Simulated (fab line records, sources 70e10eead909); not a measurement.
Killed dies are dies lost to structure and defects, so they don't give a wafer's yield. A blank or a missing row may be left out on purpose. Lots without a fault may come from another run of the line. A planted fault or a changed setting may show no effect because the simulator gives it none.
Which tool did it? | flow nand_harc | 13 lots, 39 wafers sampled, at 5 steps of a route of 1302

WHAT THE GAUGES READ, wafer by wafer
NHARC_THIN_TSV_CD_MEAS_16.
lot  | measured     | on        | cd_nm (nm)
L448 | day 23 17:48 | cd_sem-03 | 1001.2 998.7 999.3
L451 | day 24 16:36 | cd_sem-03 | 996.6 999.2 997.5
L449 | day 24 15:24 | cd_sem-02 | 999.3 997.9 1000.6
L450 | day 25 05:20 | cd_sem-01 | 1001.6 999.9 999.2
L453 | day 25 08:36 | cd_sem-02 | 1000.6 1000.3 1000.6
L455 | day 26 15:58 | cd_sem-02 | 998.1 999.5 997.9
L454 | day 26 14:44 | cd_sem-01 | 1001.2 998.6 998.2
L456 | day 27 12:17 | cd_sem-02 | 999.6 998.1 996.8
L460 | day 28 09:24 | cd_sem-02 | 997.6 998.8 998.7
L463 | day 29 11:55 | cd_sem-03 | 999.9 1000.2 1001.1
L466 | day 31 15:29 | cd_sem-01 | 998.3 998.6 1000.2
L468 | day 32 14:32 | cd_sem-01 | 998.7 1000.3 999.1
L470 | day 33 18:08 | cd_sem-02 | 998.5 999.2 999.0

NHARC_END_SORT_01.
lot  | measured     | on        | killed_at_array | killed_at_other | killed_at_periphery | killed_dies | killed_open | killed_short
L460 | day 29 00:13 | prober-02 | 151 72 68       | 1 2 2           | 2 2 4               | 154 76 74   | 4 5 3       | 0 4 1
L463 | day 30 02:01 | prober-02 | 128 57 209      | 0 0 0           | 5 3 3               | 133 60 212  | 5 4 5       | 4 0 6
L466 | day 32 13:49 | prober-01 | 61 60 60        | 0 0 0           | 1 2 1               | 62 62 61    | 5 3 4       | 2 3 2

WHICH TOOL RAN EACH LOT (tool, then ch and the chambers of the sampled wafers, then the start)
lot  | NHARC_A_STAIRCASE_DEP_322       | NHARC_THIN_TSV_DESCUM_14           | NHARC_THIN_TSV_ETCH_36
L448 | pecvd-01 ch 0,2, day 18 04:16   | rie_diel-09 ch 0,1,2, day 23 17:01 | rie_metal-03 ch 1, day 23 23:23
L451 | pecvd-02 ch 0,1,2, day 18 22:13 | rie_diel-10 ch 0,1,3, day 24 15:48 | rie_metal-02 ch 0,1, day 24 22:05
L449 | pecvd-04 ch 0,1,2, day 18 22:29 | rie_diel-09 ch 0,2,3, day 24 14:36 | rie_metal-03 ch 0,1, day 24 20:56
L450 | pecvd-01 ch 0,1,2, day 18 22:36 | rie_diel-09 ch 0,3, day 25 04:32   | rie_metal-01 ch 0,1, day 25 10:44
L453 | pecvd-04 ch 0,1,2, day 19 18:54 | rie_diel-10 ch 0,2, day 25 07:48   | rie_metal-02 ch 0,1, day 25 13:56
L455 | pecvd-04 ch 0,2, day 20 18:59   | rie_diel-09 ch 0,1,3, day 26 15:08 | rie_metal-03 ch 0,1, day 26 21:28
L454 | pecvd-01 ch 0,1,2, day 20 19:10 | rie_diel-10 ch 0,1, day 26 13:55   | rie_metal-02 ch 0,1, day 26 20:13
L456 | pecvd-02 ch 1,2, day 21 05:53   | rie_diel-09 ch 1,2, day 27 11:29   | rie_metal-03 ch 0,1, day 27 17:37
L460 | pecvd-04 ch 0,1, day 22 15:25   | rie_diel-10 ch 1,2, day 28 08:35   | rie_metal-03 ch 0, day 28 15:07
L463 | pecvd-04 ch 1,2, day 24 00:26   | rie_diel-07 ch 1,2,3, day 29 11:07 | rie_metal-01 ch 0,1, day 29 17:29
L466 | pecvd-01 ch 0,1,2, day 25 23:00 | rie_diel-07 ch 0,1, day 31 14:41   | rie_metal-01 ch 0,1, day 31 20:59
L468 | pecvd-02 ch 0,1, day 26 23:25   | rie_diel-10 ch 1,2,3, day 32 13:46 | rie_metal-02 ch 0,1, day 32 20:00
L470 | pecvd-04 ch 1,2, day 27 21:53   | rie_diel-09 ch 1,2, day 33 17:20   | rie_metal-03 ch 0,1, day 33 23:28
- NHARC_A_STAIRCASE_DEP_322: deposits SiO2, target thk 7200 nm.
- NHARC_THIN_TSV_DESCUM_14: chemistry O2, time 3 s.
- NHARC_THIN_TSV_ETCH_36: etches the open film in Cl2/BCl3, target depth 65 nm, time 18.571 s.

WHAT THE TOOLS THEMSELVES READ (means of the sampled wafers that have a number; where no wafer has one, the mark that the record gives instead)
NHARC_A_STAIRCASE_DEP_322.
lot  | tool     | heater_power_w (W)
L448 | pecvd-01 | 672
L451 | pecvd-02 | 655
L449 | pecvd-04 | 667
L450 | pecvd-01 | 628
L453 | pecvd-04 | 671
L455 | pecvd-04 | 593
L454 | pecvd-01 | 637
L456 | pecvd-02 | 730
L460 | pecvd-04 | 729
L463 | pecvd-04 | 726
L466 | pecvd-01 | 642
L468 | pecvd-02 | 589
L470 | pecvd-04 | 669

NHARC_THIN_TSV_DESCUM_14.
lot  | tool        | drypump_motor_current_A (A) | oes_product_au (a.u.) | rf_vpp_V (V) | showerhead_plenum_p_Torr (Torr) | throttle_valve_pct (%)
L448 | rie_diel-09 | 5.9                         | 1.011                 | 58.3         | 1.92                            | 11.310
L451 | rie_diel-10 | 5.2                         | 1.004                 | 57.6         | 1.90                            | 11.311
L449 | rie_diel-09 | 6.0                         | 1.004                 | 57.7         | 1.93                            | 11.317
L450 | rie_diel-09 | 6.0                         | 1.001                 | 57.3         | 1.92                            | 11.314
L453 | rie_diel-10 | 5.7                         | 1.006                 | 57.8         | 1.90                            | 11.310
L455 | rie_diel-09 | 5.9                         | 1.008                 | 57.7         | 1.91                            | 11.307
L454 | rie_diel-10 | 5.5                         | 0.996                 | 57.6         | 1.94                            | 11.312
L456 | rie_diel-09 | 5.9                         | 1.007                 | 57.5         | 1.87                            | 11.316
L460 | rie_diel-10 | 5.6                         | 1.000                 | 57.3         | 1.84                            | 11.313
L463 | rie_diel-07 | 6.0                         | 0.994                 | 58.9         | 1.96                            | 11.315
L466 | rie_diel-07 | 5.7                         | 1.004                 | 57.6         | 1.96                            | 11.306
L468 | rie_diel-10 | 5.3                         | 1.006                 | 56.7         | 1.85                            | 11.312
L470 | rie_diel-09 | 6.0                         | 0.996                 | 58.8         | 1.89                            | 11.310

NHARC_THIN_TSV_ETCH_36.
lot  | tool         | drypump_motor_current_A (A) | oes_product_au (a.u.)
L448 | rie_metal-03 | 5.5                         | 1.010
L451 | rie_metal-02 | 5.8                         | 1.002
L449 | rie_metal-03 | 5.9                         | 0.999
L450 | rie_metal-01 | 6.0                         | 0.999
L453 | rie_metal-02 | 5.8                         | 0.999
L455 | rie_metal-03 | 6.3                         | 0.997
L454 | rie_metal-02 | 5.8                         | 0.998
L456 | rie_metal-03 | 5.9                         | 1.006
L460 | rie_metal-03 | 6.5                         | 1.013
L463 | rie_metal-01 | 6.0                         | 1.007
L466 | rie_metal-01 | 5.8                         | 0.999
L468 | rie_metal-02 | 5.8                         | 0.994
L470 | rie_metal-03 | 6.2                         | 1.007

THE ANSWER, worked out from the rows above alone
Rule: what is usual is taken from the lots themselves. Put in order of their means at a reading, lots are off if they are a third of the lots or fewer, leave a main group of 4 or more, and stand apart from it by a gap of 3 or more times the standard deviation of the main group's means; of several such gaps the widest counts. A main group whose means are all the same, to the digits that the tables above print for the reading, isn't used. A lot without any number at a reading at which 4 lots or more have one is off too. The other lots that the step has rows for count as sound. The gauges are gone through in route order, then the tools' own readings, and for those a lot's mean is taken as printed above. The first step at which some lot is off is used, and at that step the reading that is off furthest; a lot without a number counts as furthest.
No lot is off at any reading shown: from this, nothing can be told.

WHAT THE SIMULATOR HAD PUT IN
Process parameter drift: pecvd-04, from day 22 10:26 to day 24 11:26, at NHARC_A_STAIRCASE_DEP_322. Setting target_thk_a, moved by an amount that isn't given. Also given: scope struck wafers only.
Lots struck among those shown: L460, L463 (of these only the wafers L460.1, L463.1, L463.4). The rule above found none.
